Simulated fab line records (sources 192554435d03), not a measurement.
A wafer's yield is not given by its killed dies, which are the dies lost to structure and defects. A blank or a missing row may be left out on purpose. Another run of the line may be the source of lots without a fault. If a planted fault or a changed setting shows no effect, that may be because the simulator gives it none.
fab line records	flow n5Finfet
record lots=6	wafers=18	lastDay=17
route steps=1938 shown BEOL_M15@1775 PASSIVATION@1936
lots with no fault: from the same line, run without faults
startH: hours from the record's first day to the start of the lot's first wafer shown	waitH: hours elapsed since this lot's preceding step	" same as the row above	L1.1+2: several wafers, shown together as one row	- no value, or no start given	* or withheld: withheld	< > ~ a bound
route shown NAME@n: NAME is a module with steps in the file, n the number in the route of the first one	usual: mean and standard deviation over wafers with no fault	same: alike in all rows	chamber/n: place in a boat	sites: readings site by site	_std_site: standard deviation across them	_edge_site: inner sites' mean taken away from outer sites' mean	radiusMm: how far each site lies from the wafer's centre	mask NAME#n: copy n	behind: tool/chamber where the wafer was last shaped	hold: why the lot was held/for how many hours/how that ended	device: transistor that didn't switch, given as n, p or np	end of line: at the end of the route, the tests of the same wafers	where a step has no rows: the recipe by itself	killed: at the first sort, the dies lost to defects and structure; wafer yield is something else	map: a wafer's dies, marking killed ones x, the rest . and places with no die _
set.NAME: the run value of the setting; set.NAME@STEP: its run value at that earlier step	model.NAME: the simulator's own value behind a step, which no gauge read
certain route steps with their lots: each step a table, each wafer a row
services: when a tool's chamber went out of use (startH, in hours from the record's first day, below 0 if earlier), for how many hours, and the reason
## steps
# step N5_BEOL_M15_COAT_58
# recipe resist=BARC	tempC=205	timeS=60	spinRpm=1500	resistThkNm=89
# step N5_BEOL_M15_COAT_04
# recipe spinRpm=1704	resistThkNm=800
# step N5_BEOL_M15_EBR_06
# recipe solvent=PGMEA	ebrWidthMm=1.5
# step N5_BEOL_M15_SOFTBAKE_05
# recipe tempC=130	timeS=60
# step N5_BEOL_M15_EXPOSE_07
# recipe maskId=V14	na=0.8	sourceShape=annular	sigmaInner=0.5	sigmaOuter=0.8	polarization=unpolarized	attpsmPhaseDeg=180	doseMj=41.25
# step N5_BEOL_M15_PEB_08
# recipe pebTempC=130	pebTimeS=90
# step N5_BEOL_M15_DEVELOP_09
# recipe developTimeS=45	rinseLiquid=diw	dry=airSpin	devTempC=21
# step N5_BEOL_M15_HARDBAKE_14
# recipe tempC=130	timeS=120
# step N5_BEOL_M15_CD_MEAS_10
# recipe targetCdNm=360	landingEnergyEv=500	detector=seInlens	polarity=opening
# usual cdNm=360.2/1.4
lot.wafer	tool	chamber	startH	waitH	cdNm
L788.1	cdSem-02	0	284.00	-	359.8
L788.4	"	0	"	"	361.2
L788.5	"	0	"	"	361.9
L791.2	cdSem-03	0	301.64	-	361.3
L791.4	"	0	"	"	360.3
L791.5	"	0	"	"	359.8
L792.2	cdSem-01	0	308.10	-	360.5
L792.3	"	0	"	"	361.1
L792.4	"	0	"	"	358.7
L802.2	cdSem-02	0	374.68	-	360.1
L802.3	"	0	"	"	360.8
L802.4	"	0	"	"	362.2
L804.3	cdSem-02	0	375.97	-	362.1
L804.4	"	0	"	"	362.8
L804.6	"	0	"	"	361.7
L805.1	cdSem-02	0	382.18	-	362.5
L805.4	"	0	"	"	360.2
L805.5	"	0	"	"	363.2
# step N5_BEOL_M15_OVL_MEAS_11
# recipe pointsPerWafer=44
# usual V14_OVL=2/5.8
lot.wafer	tool	chamber	startH	waitH	V14_OVL[nm]
L788.1	overlay-01	0	284.04	0.0	-3
L788.4	"	0	"	"	5
L788.5	"	0	"	"	-9
L791.2	overlay-02	0	301.67	0.0	14
L791.4	"	0	"	"	9
L791.5	"	0	"	"	4
L792.2	overlay-02	0	308.13	0.0	-13
L792.3	"	0	"	"	-9
L792.4	"	0	"	"	-10
L802.2	overlay-01	0	374.71	0.0	2
L802.3	"	0	"	"	8
L802.4	"	0	"	"	8
L804.3	overlay-01	0	376.00	0.0	2
L804.4	"	0	"	"	-5
L804.6	"	0	"	"	2
L805.1	overlay-01	0	382.21	0.0	-1
L805.4	"	0	"	"	4
L805.5	"	0	"	"	-2
# step N5_BEOL_M15_INSPECT_12
# recipe mode=adi	inspectInstrument=macro
# usual rawDefectCount=1.9/1.4
lot.wafer	tool	chamber	startH	waitH	rawDefectCount
L788.1	defectInspect-02	-	284.07	0.0	1
L788.4	"	-	"	"	3
L788.5	"	-	"	"	3
L791.2	defectInspect-01	-	301.69	0.0	1
L791.4	"	-	"	"	4
L791.5	"	-	"	"	3
L792.2	defectInspect-01	-	308.15	0.0	2
L792.3	"	-	"	"	2
L792.4	"	-	"	"	2
L802.2	defectInspect-01	-	374.73	0.0	5
L802.3	"	-	"	"	3
L802.4	"	-	"	"	1
L804.3	defectInspect-01	-	376.02	0.0	4
L804.4	"	-	"	"	1
L804.6	"	-	"	"	2
L805.1	defectInspect-02	-	382.23	0.0	1
L805.4	"	-	"	"	0
L805.5	"	-	"	"	2
# step N5_BEOL_M15_DESCUM_15
# recipe chemistry=O2	timeS=7.9	sourcePowerW=50	biasPowerW=20	pressureMtorr=20	rfFrequencyHz=2.712e+07	tempC=40	o2FlowSccm=225
# usual biasPowerW=20.00/0.066	drypumpMotorCurrentA=5.8/0.38	oesProductAu=0.78/0.058	rfVppV=243.3/1.4	showerheadPlenumPTorr=2.11/0.088	throttleValvePct=20.47/0.28
lot.wafer	tool	chamber	startH	waitH	biasPowerW	drypumpMotorCurrentA	oesProductAu	rfHoursCounterH	rfVppV	showerheadPlenumPTorr	throttleValvePct
L788.1	rieDiel-06	3	284.10	0.0	19.83	5.6	0.73	196	243.4	2.17	20.41
L788.4	"	3	"	"	19.85	5.6	0.73	-	244.2	2.17	20.41
L788.5	"	2	"	"	19.97	6.0	0.79	-	243.7	2.21	20.43
L791.2	rieDiel-02	0	301.73	0.0	19.91	5.1	0.73	196	245.3	2.19	20.88
L791.4	"	3	"	"	19.96	5.8	0.80	100	243.7	2.22	20.06
L791.5	"	0	"	"	20.01	5.1	0.73	-	245.0	2.19	20.87
L792.2	rieDiel-02	1	308.42	0.3	20.11	5.6	0.83	87	243.4	2.23	20.36
L792.3	"	2	"	"	20.00	6.5	0.76	123	241.3	2.02	20.93
L792.4	"	0	"	"	19.85	5.1	0.72	198	244.9	2.19	20.90
L802.2	rieDiel-02	1	375.28	0.5	20.01	5.6	0.82	109	243.9	2.22	20.40
L802.3	"	2	"	"	20.05	6.5	0.74	146	241.8	2.01	20.97
L802.4	"	3	"	"	20.02	5.9	0.78	124	244.3	2.21	20.10
L804.3	rieDiel-06	3	376.06	0.0	20.01	5.7	0.71	225	244.1	2.16	20.45
L804.4	"	3	"	"	20.05	5.6	0.70	-	244.1	2.16	20.46
L804.6	"	1	"	"	19.98	6.2	0.77	-	242.5	2.02	20.14
L805.1	rieDiel-04	3	382.27	0.0	20.01	6.0	0.80	89	243.0	2.11	20.57
L805.4	"	2	"	"	19.94	5.4	0.75	155	243.2	2.00	20.58
L805.5	"	1	"	"	20.03	5.5	0.92	-	243.2	2.04	20.03
# step N5_BEOL_M15_ETCH_59
# recipe chemistry=N2/H2	target=BARC	targetDepthA=890	overetchA=267	timeS=67.9	ionEnergyEv=200	pressureMtorr=30	sourceW=840	biasW=150	n2FlowSccm=200	h2FlowSccm=200
# usual biasW=150.0/0.42	chamberPressureMTorr=29.996/0.029	drypumpMotorCurrentA=5.8/0.38	n2FlowSccm=200.0/0.61	oesProductAu=0.67/0.05	rfVppV=524.2/2.7	showerheadPlenumPTorr=2.55/0.099	throttleValvePct=17.84/0.26
lot.wafer	tool	chamber	startH	waitH	biasW	chamberPressureMTorr	drypumpMotorCurrentA	n2FlowSccm	oesProductAu	rfHoursCounterH	rfVppV	showerheadPlenumPTorr	throttleValvePct	model.coat_of_BEOL_M15_COAT_04.thkNm
L788.1	rieDiel-06	3	284.13	0.0	149.7	29.965	5.6	200.5	0.63	196	525.4	2.63	17.84	717.2
L788.4	"	3	"	"	150.2	29.993	5.6	200.0	0.63	-	525.6	2.63	17.82	717
L788.5	"	2	"	"	149.6	29.987	6.0	200.2	0.68	-	526.1	2.65	17.58	717
L791.2	rieDiel-02	0	301.76	0.0	149.8	29.996	5.1	200.6	0.62	196	524.3	2.63	18.13	717.2
L791.4	"	3	"	"	150.1	30.031	5.9	199.1	0.69	100	526.0	2.67	17.34	716
L791.5	"	0	"	"	149.3	29.939	5.1	200.3	0.61	-	526.8	2.63	18.13	717
L792.2	rieDiel-02	1	308.46	0.0	150.6	30.003	5.6	199.9	0.71	87	526.8	2.69	17.82	721.4
L792.3	"	2	"	"	150.0	30.005	6.5	200.5	0.65	123	521.7	2.45	18.28	720.2
L792.4	"	0	"	"	149.6	29.960	5.1	198.6	0.62	198	526.0	2.63	18.13	720
L802.2	rieDiel-02	1	375.32	0.0	-	-	-	-	-	-	-	-	-	785.6
L802.3	"	2	"	"	-	-	-	-	-	-	-	-	-	782.6
L802.4	"	3	"	"	-	-	-	-	-	-	-	-	-	786
L804.3	rieDiel-06	3	376.09	0.0	-	-	-	-	-	-	-	-	-	783.4
L804.4	"	3	"	"	-	-	-	-	-	-	-	-	-	780.2
L804.6	"	1	"	"	-	-	-	-	-	-	-	-	-	783.2
L805.1	rieDiel-04	3	382.30	0.0	149.8	30.008	6.0	200.8	0.69	89	525.6	2.55	17.97	716.2
L805.4	"	2	"	"	150.1	30.038	5.4	200.7	0.66	155	520.6	2.42	18.08	719
L805.5	"	1	"	"	149.9	30.057	5.6	199.6	0.81	-	523.3	2.48	17.47	724
# step N5_BEOL_M15_VIA_ETCH_16
# recipe chemistry=C4F8/O2/Ar	target=SiO2	heInnerTorr=15	heOuterTorr=30	targetDepthA=17922	timeS=withheld	ionEnergyEv=800	pressureMtorr=20	sourceW=1905	biasW=2040	Ar_flow_sccm=400	C4F8_flow_sccm=16	O2_flow_sccm=12	ends=cleared
# usual C4F8_flow_sccm=15.99/0.049	O2_flow_sccm=12.00/0.037	drypumpMotorCurrentA=5.8/0.38	oesProductAu=0.71/0.054	rfVppV=2212/26	showerheadPlenumPTorr=3.44/0.13	throttleValvePct=30.8/0.3
lot.wafer	tool	chamber	startH	waitH	C4F8_flow_sccm	O2_flow_sccm	drypumpMotorCurrentA	oesProductAu	rfVppV	showerheadPlenumPTorr	throttleValvePct	model.coat_of_BEOL_M15_COAT_04.thkNm
L788.1	rieDiel-06	3	284.19	0.0	15.99	11.99	5.6	0.66	2256	3.52	30.5	335.6
L788.4	"	3	"	"	15.99	11.90	5.6	0.66	2256	3.52	30.6	324.4
L788.5	"	2	"	"	15.90	12.00	6.0	0.72	2242	3.59	30.7	326
L791.2	rieDiel-02	0	301.81	0.0	15.99	12.05	5.1	0.65	2232	3.59	31.4	322.6
L791.4	"	3	"	"	15.98	11.96	5.9	0.72	2216	3.63	30.5	318.8
L791.5	"	0	"	"	16.02	11.98	5.1	0.65	2231	3.59	31.4	318
L792.2	rieDiel-02	1	308.51	0.0	16.03	12.02	5.6	0.77	2186	3.60	30.7	332.8
L792.3	"	2	"	"	16.06	11.96	6.5	0.68	2186	3.29	31.2	330.8
L792.4	"	0	"	"	15.99	12.03	5.1	0.65	2231	3.58	31.4	323
L802.2	rieDiel-02	1	375.37	0.0	15.95	12.00	5.6	0.73	2185	3.59	30.7	391.8
L802.3	"	2	"	"	15.98	11.94	6.5	0.66	2185	3.28	31.2	399.2
L802.4	"	3	"	"	16.06	12.02	5.8	0.70	2213	3.61	30.5	397
L804.3	rieDiel-06	3	376.14	0.0	16.03	12.05	5.6	0.64	2255	3.51	30.6	401.2
L804.4	"	3	"	"	16.00	12.02	5.6	0.65	2256	3.51	30.6	395.8
L804.6	"	1	"	"	16.00	12.06	6.2	0.71	2187	3.33	30.6	406
L805.1	rieDiel-04	3	382.35	0.0	15.89	11.98	6.0	0.74	2180	3.46	31.0	337
L805.4	"	2	"	"	16.04	12.01	5.4	0.69	2195	3.29	31.0	325.4
L805.5	"	1	"	"	15.93	12.01	5.5	0.84	2243	3.39	30.7	343.6
# step N5_BEOL_M15_STRIP_63
# recipe chemistry=O2	powerW=600	tempC=60	pressureMtorr=30	rfFrequencyHz=6e+07	biasPowerW=0	overashFraction=0.3	o2FlowSccm=225
# usual drypumpMotorCurrentA=5.8/0.38	oesProductAu=0.78/0.059	rfVppV=3.7/0.75	showerheadPlenumPTorr=2.11/0.088	throttleValvePct=16.69/0.26
# same biasPowerW=0
lot.wafer	tool	chamber	startH	waitH	drypumpMotorCurrentA	oesProductAu	rfHoursCounterH	rfVppV	showerheadPlenumPTorr	throttleValvePct
L788.1	rieDiel-06	3	-	-	5.6	0.73	196	4.2	2.17	16.72
L788.4	"	3	"	"	5.6	0.72	-	4.6	2.17	16.73
L788.5	"	2	"	"	6.0	0.79	-	2.9	2.22	16.62
L791.2	rieDiel-02	0	-	-	5.1	0.72	196	3.0	2.19	17.05
L791.4	"	3	"	"	5.9	0.80	100	4.1	2.22	16.30
L791.5	"	0	"	"	5.1	0.73	-	4.6	2.19	17.06
L792.2	rieDiel-02	1	-	-	5.6	0.85	87	1.7	2.24	16.54
L792.3	"	2	"	"	6.5	0.75	123	3.7	2.02	17.09
L792.4	"	0	"	"	5.1	0.72	199	3.5	2.19	17.09
L802.2	rieDiel-02	1	-	-	5.6	0.83	109	4.5	2.23	16.58
L802.3	"	2	"	"	6.5	0.73	146	4.1	2.02	17.13
L802.4	"	3	"	"	5.8	0.77	125	3.4	2.21	16.36
L804.3	rieDiel-06	3	-	-	5.7	0.71	225	2.1	2.16	16.73
L804.4	"	3	"	"	5.6	0.70	-	5.1	2.16	16.75
L804.6	"	1	"	"	6.1	0.80	-	4.2	2.02	16.46
L805.1	rieDiel-04	3	-	-	6.0	0.80	90	2.4	2.12	16.82
L805.4	"	2	"	"	5.3	0.76	155	3.0	2.00	16.83
L805.5	"	1	"	"	5.5	0.93	-	3.8	2.04	16.28
# step N5_PASSIVATION_PROBE_49
# usual defectLimitedYield=91.5/1.4	killed_at_M0_to_M3=32/9.7	killed_at_M4_up=14/5.3	killedAtContacts=11/6	killedAtFrontEnd=39/14	killedAtOther=3.3/2.7	killedDies=100/17	killedOpen=66/13	killedShort=32/7.4	sort_bin_4_leakage=0.02/0.16	sort_bin_5_function=4.9/0.9	sort_bin_6_memory=3.2/0.72	sortNPass=1080/17	sortYieldPct=91.5/1.4
# same grossDies=1180	killedAtBackSide=0	sort_bin_8_speed[%]=0
lot.wafer	tool	chamber	startH	waitH	defectLimitedYield[%]	killed_at_M0_to_M3	killed_at_M4_up	killedAtContacts	killedAtFrontEnd	killedAtOther	killedDies	killedOpen	killedShort	sort_bin_4_leakage[%]	sort_bin_5_function[%]	sort_bin_6_memory[%]	sortNPass	sortYieldPct[%]
L788.1	prober-02	-	305.13	0.0	92.8	33	19	10	17	6	85	50	32	0	3.6	3.5	1095	92.8
L788.4	prober-02	-	305.28	0.2	92.5	31	14	13	20	10	88	59	28	0	4.2	2.8	1092	92.5
L788.5	prober-02	-	305.33	0.2	92.5	39	22	7	21	0	89	62	26	0	4.6	2.6	1091	92.5
L791.2	prober-02	-	322.86	0.1	92.5	34	16	11	28	0	89	58	30	0	4.2	3.2	1091	92.5
L791.4	prober-02	-	322.96	0.2	91.9	45	8	16	24	2	95	59	35	0	5.0	2.8	1085	91.9
L791.5	prober-02	-	323.01	0.2	91.0	24	24	26	32	0	106	78	27	0	5.2	3.6	1074	91.0
L792.2	prober-01	-	328.74	0.1	92.6	20	21	8	33	5	87	59	27	0	4.2	3.0	1093	92.6
L792.3	prober-01	-	328.79	0.1	92.5	16	11	9	52	1	89	61	26	0	4.1	3.1	1091	92.5
L792.4	prober-01	-	328.84	0.2	91.9	16	8	12	54	5	95	63	30	0	4.9	2.9	1085	91.9
# killed by level:class
L788.1 BEOL_M4:geometricParticle:open=10 MOL_CONTACT_COAG:geometricParticle:open=9 BEOL_M3:geometricParticle:short=6 BEOL_M0_SAQP:geometricParticle:short=5 BEOL_M1:geometricParticle:open=5 BEOL_M3:geometricParticle:open=5 STI_FIN_REVEAL:geometricParticle:open=4 STARTING-WAFER:geometricParticle:short=4
L788.4 MOL_CONTACT_COAG:geometricParticle:open=9 STI_FIN_REVEAL:geometricParticle:open=7 BEOL_M0:geometricParticle:open=6 BEOL_M3:geometricParticle:open=6 BEOL_M4:geometricParticle:open=6 BEOL_M1:geometricParticle:open=5 BEOL_M2:geometricParticle:short=5 GATE_CUT:geometricParticle:short=4
L788.5 BEOL_M1:geometricParticle:open=11 STI_FIN_REVEAL:geometricParticle:open=10 BEOL_M0_SAQP:geometricParticle:short=8 BEOL_M4:geometricParticle:open=7 MOL_CONTACT_COAG:geometricParticle:open=6 BEOL_M0:geometricParticle:open=6 BEOL_M2:geometricParticle:open=6 BEOL_M5:geometricParticle:open=4
L791.2 BEOL_M2:geometricParticle:open=9 BEOL_M3:geometricParticle:open=9 FIN_SAQP:geometricParticle:open=7 MOL_CONTACT_COAG:geometricParticle:open=7 FIN_SAQP:geometricParticle:short=6 BEOL_M4:geometricParticle:open=5 STI_FIN_REVEAL:geometricParticle:open=4 DUMMY_GATE:geometricParticle:open=4
L791.4 MOL_CONTACT_COAG:geometricParticle:open=12 BEOL_M0_SAQP:geometricParticle:short=10 BEOL_M2:geometricParticle:open=8 STI_FIN_REVEAL:geometricParticle:open=7 BEOL_M0_SAQP:geometricParticle:open=7 BEOL_M3:geometricParticle:open=6 BEOL_M1:geometricParticle:open=5 MOL_CONTACT_COAG:geometricParticle:short=4
L791.5 MOL_CONTACT_COAG:geometricParticle:open=16 BEOL_M4:geometricParticle:open=14 STI_FIN_REVEAL:geometricParticle:open=10 MOL_CONTACT_COAG:geometricParticle:short=10 BEOL_M3:geometricParticle:open=7 STARTING-WAFER:geometricParticle:open=7 BEOL_M2:geometricParticle:open=6 FIN_SAQP:geometricParticle:short=3
L792.2 STI_FIN_REVEAL:geometricParticle:open=11 BEOL_M4:geometricParticle:open=8 DUMMY_GATE:geometricParticle:open=7 MOL_CONTACT_COAG:geometricParticle:open=7 BEOL_M3:geometricParticle:open=6 FIN_SAQP:geometricParticle:short=4 STI_FIN_REVEAL:geometricParticle:short=4 BEOL_M1:geometricParticle:open=3
L792.3 STI_FIN_REVEAL:geometricParticle:open=16 FIN_SAQP:geometricParticle:short=11 FIN_SAQP:geometricParticle:open=11 MOL_CONTACT_COAG:geometricParticle:open=8 BEOL_M4:geometricParticle:open=5 BEOL_M0_SAQP:geometricParticle:short=4 BEOL_M2:geometricParticle:open=4 DUMMY_GATE:geometricParticle:open=3
L792.4 STI_FIN_REVEAL:geometricParticle:open=17 FIN_SAQP:geometricParticle:open=14 MOL_CONTACT_COAG:geometricParticle:open=10 FIN_SAQP:geometricParticle:short=6 STI_FIN_REVEAL:geometricParticle:short=5 BEOL_M0_SAQP:geometricParticle:open=4 GATE_CUT:geometricParticle:open=3 BEOL_M0_SAQP:geometricParticle:short=3
## services
tool	chamber	startH	hours	kind
rieDiel-04	1	279.44	3.4	repair
rieDiel-04	2	293.66	8.2	repair
rieDiel-06	1	311.17	5.3	repair
rieDiel-04	1	317.63	-	clean
rieDiel-04	1	317.63	-	consumableReplace:focusRing
rieDiel-04	1	317.63	25.8	scheduledDown
rieDiel-04	1	317.63	25.8	ventCycle
rieDiel-02	-	332.25	2.8	pm
rieDiel-04	0	360.69	4.7	repair
rieDiel-04	2	360.94	2.5	repair
rieDiel-06	0	367.05	-	clean
rieDiel-06	0	367.05	-	consumableReplace:focusRing
rieDiel-06	0	367.05	-	consumableReplace:showerhead
rieDiel-06	0	367.05	23.0	scheduledDown
rieDiel-06	0	367.05	23.0	ventCycle
rieDiel-04	1	371.84	5.3	repair
## key
firstSign step=N5_BEOL_M15_ETCH_59	reading=toolRecord	direction=missing
effect none on later readings
modelEffect step=N5_BEOL_M15_ETCH_59	value=coat_of_BEOL_M15_COAT_04.thkNm	without=719.6	struck=783.5
modelEffect step=N5_BEOL_M15_VIA_ETCH_16	value=coat_of_BEOL_M15_COAT_04.thkNm	without=334.6	struck=398.5
metAt N5_BEOL_M15_ETCH_59
struckWafers L802.2,L802.3,L802.4,L804.3,L804.4,L804.6
onsetBetween 308.46 375.32
fault kind=skippedStepWhole	tool=rieDiel-02,rieDiel-06	chamber=-	onsetH=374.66	steps=N5_BEOL_M15_ETCH_59	scope=struckLotsOnly
